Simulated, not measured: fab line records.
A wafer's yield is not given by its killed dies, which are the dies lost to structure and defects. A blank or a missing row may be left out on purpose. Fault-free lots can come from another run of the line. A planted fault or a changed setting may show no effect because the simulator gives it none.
fab line records ; flow nand_harc
record lots=11; wafers=33; last_day=33
route steps=1302 shown P_M0@270 P_M1@290 END@1302
lots that met no fault: taken from a fault-free run of the same line
start_h: the number of hours between the record's first day and the start of the first shown wafer of the lot ; wait_h: hours from the lot's prior step to this one ; " the same as in the row above ; L1.1+2: one row covering several wafers at once ; - no value, or no start was given ; * or withheld: withheld ; < > ~ a bound
route shown NAME@n: NAME is a module with steps in the file, n the number in the route of the first one ; usual: the fault-free wafers' mean and standard deviation ; same: alike in all rows ; chamber/n: place in a boat ; sites: per-site readings ; _std_site: standard deviation of those values ; _edge_site: mean of outer sites minus mean of inner sites ; radius_mm: for every site, how far away it sits from the centre of the wafer ; mask NAME#n: copy n ; behind: the most recent tool/chamber to have shaped the wafer ; hold: the reason the lot was held/the length of the hold in hours/how it ended ; device: names the non-switching transistor (n, p or np) ; end of line: tests run on the same wafers once the route is complete ; step lacking rows: just its recipe ; killed: dies lost to structure and defects at the first sort, not the wafer's yield ; map: dies across one wafer; x = killed, . = not, _ = none there
set.NAME: the setting as run; set.NAME@STEP: as run at that earlier step ; model.NAME: the simulator's own value behind a step, which no gauge read
a sample of lots followed through the steps of the route, with each step as a table and each wafer as a row
services: when a tool's chamber went out of use (start_h, in hours from the record's first day, below 0 if earlier), for how many hours, and the reason
## steps
# step NHARC_P_M0_STRIP_18
# recipe power_w=1000; n2_flow_sccm=150; h2_flow_sccm=150; ar_flow_sccm=0; bias_w=0; chemistry=N2/H2
# usual drypump_motor_current_A=5.8/0.5; h2_flow_sccm=149.9/0.44; mfc_ar_sccm=0.008/0.011; oes_product_au=1.004/0.0096; rf_vpp_V=90.7/0.85; showerhead_plenum_p_Torr=2.07/0.081; throttle_valve_pct=14.172/0.0092
lot.wafer;tool;chamber;start_h;wait_h;drypump_motor_current_A;h2_flow_sccm;mfc_ar_sccm;oes_product_au;rf_hours_counter_h;rf_vpp_V;showerhead_plenum_p_Torr;throttle_valve_pct
L598.1;rie_diel-09;1;134.70;0.1;6.5;150.8;0;1.014;49;91.4;2.20;14.163
L598.4;rie_diel-09;2;134.70;0.1;6.5;149.4;0.023;1.004;45;90.2;2.00;14.183
L598.2;rie_diel-09;3;134.70;0.1;5.0;150.3;0;1.012;49;90.9;2.00;14.166
L599.3;rie_diel-08;3;139.35;0.1;5.3;150.3;0;1.006;19;91.4;2.16;14.164
L599.1;rie_diel-08;0;139.35;0.1;5.8;149.8;0;1.009;20;90.7;1.98;14.154
L599.5;rie_diel-08;3;139.35;0.1;5.3;149.6;0;1.007;-;91.9;2.16;14.187
L600.3;rie_diel-08;2;150.77;0.1;6.2;149.9;0;1.015;26;91.1;2.15;14.170
L600.1;rie_diel-08;3;150.77;0.1;5.2;149.6;0;1.009;22;90.2;2.16;14.171
L600.4;rie_diel-08;0;150.77;0.1;5.8;149.9;0;1.016;23;90.2;1.98;14.165
L601.1;rie_diel-08;2;171.14;0.1;6.2;149.9;0;1.015;28;91.9;2.15;14.180
L601.3;rie_diel-08;0;171.14;0.1;5.8;149.6;0;1.016;25;88.9;1.97;14.168
L601.6;rie_diel-08;2;171.14;0.1;6.2;149.7;0;1.001;-;89.9;2.15;14.175
L606.4;rie_diel-09;1;213.53;0.1;6.5;150.1;0;0.994;17;92.2;2.19;14.182
L606.2;rie_diel-09;2;213.53;0.1;6.5;149.9;0.023;1.017;18;89.7;1.99;14.175
L606.5;rie_diel-09;1;213.53;0.1;6.5;149.8;0;0.989;-;91.3;2.19;14.175
L607.3;rie_diel-08;3;221.59;0.1;5.2;150.3;0;1.001;5;91.9;2.16;14.153
L607.1;rie_diel-08;0;221.59;0.1;5.7;150.2;0;1.019;5;91.1;1.97;14.165
L607.4;rie_diel-08;2;221.59;0.1;6.2;149.5;0;1.001;4;91.7;2.15;14.173
L608.4;rie_diel-08;1;233.48;0.1;6.1;149.8;0.028;1.003;6;89.9;1.97;14.178
L608.5;rie_diel-08;0;233.48;0.1;5.8;150.2;0;0.999;-;90.5;1.97;14.173
L608.6;rie_diel-08;1;233.48;0.1;6.1;149.6;0.028;1.013;-;90.4;1.97;14.165
L609.2;rie_diel-09;1;240.28;0.1;6.5;149.0;0;1.009;26;91.1;2.19;14.167
L609.4;rie_diel-09;2;240.28;0.1;6.5;149.5;0.023;1.020;25;90.0;1.99;14.187
L609.1;rie_diel-09;3;240.28;0.1;5.1;149.7;0;1.008;26;88.6;1.99;14.178
L612.3;rie_diel-13;1;264.60;0.1;5.0;149.6;0.015;1.005;28;90.9;2.08;14.171
L612.5;rie_diel-13;2;264.60;0.1;6.3;150.4;0.001;0.997;-;90.2;2.08;14.167
L612.6;rie_diel-13;3;264.60;0.1;5.3;149.4;0.004;0.997;-;89.9;2.13;14.167
L617.1;rie_diel-08;2;328.58;0.1;6.2;149.6;0;0.991;24;91.1;2.14;14.200
L617.4;rie_diel-08;0;328.58;0.1;5.7;149.1;0;1.005;25;89.2;1.97;14.179
L617.3;rie_diel-08;1;328.58;0.1;6.2;150.4;0.028;1.000;24;89.7;1.96;14.173
L619.1;rie_diel-09;1;345.00;0.1;6.5;149.7;0;1.011;7;90.9;2.18;14.169
L619.2;rie_diel-09;3;345.00;0.1;5.0;149.9;0;1.000;4;89.6;1.98;14.186
L619.5;rie_diel-09;1;345.00;0.1;6.5;149.2;0;1.013;-;91.1;2.18;14.184
# step NHARC_P_M0_DEGAS_28
# recipe temp_c=250; time_s=60
# usual heater_power_w=329/30
lot.wafer;tool;chamber;start_h;wait_h;heater_power_w
L598.1;pvd_sputter-02;-;135.24;-;380
L598.2;pvd_sputter-02;-;135.24;-;320
L598.4;pvd_sputter-02;-;135.24;-;306
L599.3;pvd_sputter-02;-;139.88;-;362
L599.1;pvd_sputter-02;-;139.88;-;334
L599.5;pvd_sputter-02;-;139.88;-;317
L600.1;pvd_sputter-02;-;151.29;-;301
L600.4;pvd_sputter-02;-;151.29;-;381
L600.3;pvd_sputter-02;-;151.29;-;329
L601.1;pvd_sputter-01;-;171.67;-;316
L601.3;pvd_sputter-01;-;171.67;-;329
L601.6;pvd_sputter-01;-;171.67;-;309
L606.4;pvd_sputter-01;-;214.09;-;330
L606.2;pvd_sputter-01;-;214.09;-;301
L606.5;pvd_sputter-01;-;214.09;-;301
L607.4;pvd_sputter-01;-;222.13;-;313
L607.3;pvd_sputter-01;-;222.13;-;322
L607.1;pvd_sputter-01;-;222.13;-;302
L608.4;pvd_sputter-02;-;234.01;-;324
L608.5;pvd_sputter-02;-;234.01;-;379
L608.6;pvd_sputter-02;-;234.01;-;333
L609.1;pvd_sputter-02;-;240.82;-;323
L609.2;pvd_sputter-02;-;240.82;-;323
L609.4;pvd_sputter-02;-;240.82;-;303
L612.3;pvd_sputter-03;-;265.07;-;290
L612.5;pvd_sputter-03;-;265.07;-;371
L612.6;pvd_sputter-03;-;265.07;-;296
L617.3;pvd_sputter-01;-;329.12;-;311
L617.1;pvd_sputter-01;-;329.12;-;302
L617.4;pvd_sputter-01;-;329.12;-;324
L619.1;pvd_sputter-02;-;345.53;-;285
L619.2;pvd_sputter-02;-;345.53;-;403
L619.5;pvd_sputter-02;-;345.53;-;328
# step NHARC_P_M0_ANNEAL_30
# recipe temp_c=225; time_s=90
# usual wafer_temp_C_max=226.18/0.28
lot.wafer;tool;chamber;start_h;wait_h;wafer_temp_C_max
L598.1;rtp_anneal-01;0;135.99;0.3;226.17
L598.2;rtp_anneal-01;0;135.99;0.3;226.61
L598.4;rtp_anneal-01;0;135.99;0.3;225.92
L599.1;rtp_anneal-02;0;140.60;-;226.01
L599.3;rtp_anneal-02;0;140.60;-;226.12
L599.5;rtp_anneal-02;0;140.60;-;225.86
L600.1;rtp_anneal-02;0;152.03;0.3;226.34
L600.3;rtp_anneal-02;0;152.03;0.3;226.08
L600.4;rtp_anneal-02;0;152.03;0.3;225.90
L601.1;rtp_anneal-01;0;172.39;-;226.41
L601.3;rtp_anneal-01;0;172.39;-;226.25
L601.6;rtp_anneal-01;0;172.39;-;226.35
L606.2;rtp_anneal-01;0;214.90;0.3;226.06
L606.4;rtp_anneal-01;0;214.90;0.3;226.12
L606.5;rtp_anneal-01;0;214.90;0.3;226.68
L607.1;rtp_anneal-01;0;222.90;-;226.30
L607.3;rtp_anneal-01;0;222.90;-;226.27
L607.4;rtp_anneal-01;0;222.90;-;225.77
L608.4;rtp_anneal-02;0;234.89;-;225.99
L608.5;rtp_anneal-02;0;234.89;-;225.98
L608.6;rtp_anneal-02;0;234.89;-;226.04
L609.1;rtp_anneal-02;0;241.55;-;226.02
L609.2;rtp_anneal-02;0;241.55;-;225.78
L609.4;rtp_anneal-02;0;241.55;-;225.98
L612.3;rtp_anneal-02;0;265.94;-;226.13
L612.5;rtp_anneal-02;0;265.94;-;226.14
L612.6;rtp_anneal-02;0;265.94;-;225.95
L617.1;rtp_anneal-02;0;329.88;-;226.07
L617.3;rtp_anneal-02;0;329.88;-;226.72
L617.4;rtp_anneal-02;0;329.88;-;226.68
L619.1;rtp_anneal-02;0;346.26;-;225.96
L619.2;rtp_anneal-02;0;346.26;-;226.33
L619.5;rtp_anneal-02;0;346.26;-;226.08
# step NHARC_P_M1_SOFTBAKE_04
# recipe temp_c=105; time_s=55
# usual exhaust_pa=45.0/0.95; heater_power_total_W=188.45/0.13; plate_temp_C=105.01/0.14
lot.wafer;tool;chamber;start_h;wait_h;exhaust_pa;heater_power_total_W;plate_temp_C
L598.1;litho_track-01;0;137;-;44.5;188.36;105.02
L598.2;litho_track-01;0;137;-;43.5;188.45;104.80
L598.4;litho_track-01;0;137;-;45.3;188.32;104.89
L599.1;litho_track-06;0;142;-;44.8;188.49;104.99
L599.3;litho_track-06;0;142;-;43.8;188.33;105.14
L599.5;litho_track-06;0;142;-;44.5;188.31;105.07
L600.1;litho_track-06;0;153;-;46.3;188.46;104.89
L600.3;litho_track-06;0;153;-;46.9;188.51;105.04
L600.4;litho_track-06;0;153;-;46.7;188.24;105.21
L601.1;litho_track-04;0;174;-;44.1;188.56;104.89
L601.3;litho_track-04;0;174;-;45.8;188.38;105.02
L601.6;litho_track-04;0;174;-;46.5;188.45;105.08
L606.2;litho_track-06;0;216;-;46.0;188.25;105.04
L606.4;litho_track-06;0;216;-;44.7;188.37;104.98
L606.5;litho_track-06;0;216;-;46.0;188.38;105.03
L607.1;litho_track-06;0;224;-;45.0;188.33;105.07
L607.3;litho_track-06;0;224;-;44.2;188.47;105.26
L607.4;litho_track-06;0;224;-;45.6;188.68;104.95
L608.4;litho_track-04;0;236;-;45.6;188.30;105.21
L608.5;litho_track-04;0;236;-;45.9;188.42;105.39
L608.6;litho_track-04;0;236;-;45.0;188.77;105.08
L609.1;litho_track-04;0;243;-;44.7;188.46;104.82
L609.2;litho_track-04;0;243;-;44.9;188.35;105.08
L609.4;litho_track-04;0;243;-;45.1;188.73;104.75
L612.3;litho_track-04;0;267;-;44.1;188.44;104.93
L612.5;litho_track-04;0;267;-;44.8;188.68;104.97
L612.6;litho_track-04;0;267;-;43.3;188.47;105.11
L617.1;litho_track-06;0;331;-;43.7;176.68;105.04
L617.3;litho_track-06;0;331;-;45.8;176.77;105.03
L617.4;litho_track-06;0;331;-;45.5;176.64;105.00
L619.1;litho_track-06;0;348;-;46.0;176.54;104.82
L619.2;litho_track-06;0;348;-;45.6;176.57;104.72
L619.5;litho_track-06;0;348;-;45.2;176.50;104.86
# step NHARC_END_SORT_01
# recipe temp_c=25
# usual defect_limited_yield=91.5/2.7; killed_at_array=52/19; killed_at_other=0.9/1.3; killed_at_periphery=4/3.1; killed_dies=57/18; killed_open=3.2/1.7; killed_short=2.3/1.4; sort_bin_2_pct=2.9/1.2; sort_bin_3_pct=0.6/0.42; sort_bin_4_pct=4.9/1.5; sort_n_pass=620/18; sort_rim_yield_pct=93/4.3; sort_yield_pct=91.5/2.7
# same gross_dies=677; sort_bin_5_pct[%]=0; sort_bin_6_pct[%]=0; sort_bin_7_pct[%]=0; sort_bin_8_pct[%]=0; sort_rim_n_gross=106.00
lot.wafer;tool;chamber;start_h;wait_h;defect_limited_yield[%];killed_at_array;killed_at_other;killed_at_periphery;killed_dies;killed_open;killed_short;sort_bin_2_pct[%];sort_bin_3_pct[%];sort_bin_4_pct[%];sort_n_pass;sort_rim_yield_pct[%];sort_yield_pct[%]
L607.1;prober-02;0;654.97;2.5;90.5;64;0;0;64;3;3;4.1;0.6;4.7;613;97;90.5
L607.3;prober-02;0;656.59;3.1;91.7;55;0;1;56;1;1;2.5;0.3;5.5;621;92;91.7
L607.4;prober-02;0;657.40;3.4;90.1;61;3;3;67;3;0;3.0;0.9;6.1;610;97;90.1
# killed by level:class
L607.1 A_CHANNEL_HOLE_D1:chamber_film_flake=32 A_CHANNEL_HOLE_D2:chamber_film_flake=16 A_CONTACT:chamber_film_flake=4 A_DECK1_JOINT:chamber_film_flake=3 A_ONON_D1:geometric_particle:open=2 A_WL_FILL:geometric_particle:short=2 A_WL_FILL:chamber_film_flake=2 A_CHANNEL_FILL_D2:geometric_particle:short=1
L607.3 A_CHANNEL_HOLE_D1:chamber_film_flake=37 A_CHANNEL_HOLE_D2:chamber_film_flake=9 A_SLIT:chamber_film_flake=3 P_STI:geometric_particle:short=1 A_CHANNEL_FILL_D1:geometric_particle:open=1 A_ZERO_WELL:chamber_film_flake=1 A_DECK1_JOINT:chamber_film_flake=1 A_CHANNEL_FILL_D1:chamber_film_flake=1
L607.4 A_CHANNEL_HOLE_D1:chamber_film_flake=36 A_CHANNEL_HOLE_D2:chamber_film_flake=16 THIN_TSV:chamber_film_flake=3 A_CONTACT:chamber_film_flake=3 A_DECK1_JOINT:chamber_film_flake=2 P_M1:geometric_particle:open=1 A_ONON_D1:geometric_particle:open=1 A_CHANNEL_FILL_D1:geometric_particle:open=1
## services
tool;chamber;start_h;hours;kind
rie_diel-08;3;115.01;1.2;repair
rie_diel-09;3;124.89;2.8;repair
rie_diel-09;2;127.93;1.3;repair
rie_diel-09;1;137.16;15.2;repair
rie_diel-09;3;142.93;8.4;repair
rie_diel-09;-;143.14;9.0;pm
pvd_sputter-01;-;146.60;1.0;repair
litho_track-01;-;155.00;7.0;pm
pvd_sputter-03;-;162.79;2.1;repair
rie_diel-13;-;166.03;9.0;pm
litho_track-06;-;179.00;7.0;pm
rie_diel-09;-;183.76;1.0;repair
rie_diel-08;-;190.80;9.0;pm
pvd_sputter-02;-;202.78;7.2;repair
litho_track-04;-;203.00;7.0;pm
rie_diel-09;-;216.20;0.2;repair
pvd_sputter-01;-;226.97;10.0;pm
pvd_sputter-02;-;263.39;3.7;repair
rie_diel-09;-;265.21;0.2;repair
pvd_sputter-02;-;282.00;10.0;pm
pvd_sputter-01;-;286.13;1.0;repair
pvd_sputter-02;-;311.47;1.1;repair
rie_diel-09;-;320.14;9.0;pm
pvd_sputter-01;-;344.13;3.3;repair
## key
first_sign step=NHARC_P_M1_SOFTBAKE_04; reading=heater_power_total_W; direction=down; sigmas=91; usual=*; struck=*
effect none on later readings
met_at NHARC_P_M1_SOFTBAKE_04
struck_lots L617,L619
not_acting_at NHARC_P_M0_STRIP_18,NHARC_P_M0_DEGAS_28,NHARC_P_M0_ANNEAL_30
onset_between 224 331
fault kind=process_parameter_drift; tool=litho_track-06; chamber=-; onset_h=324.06; steps=NHARC_P_M1_SOFTBAKE_04; channel=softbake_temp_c; offset=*; shape=step; end_h=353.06; acts_in=*; stated=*
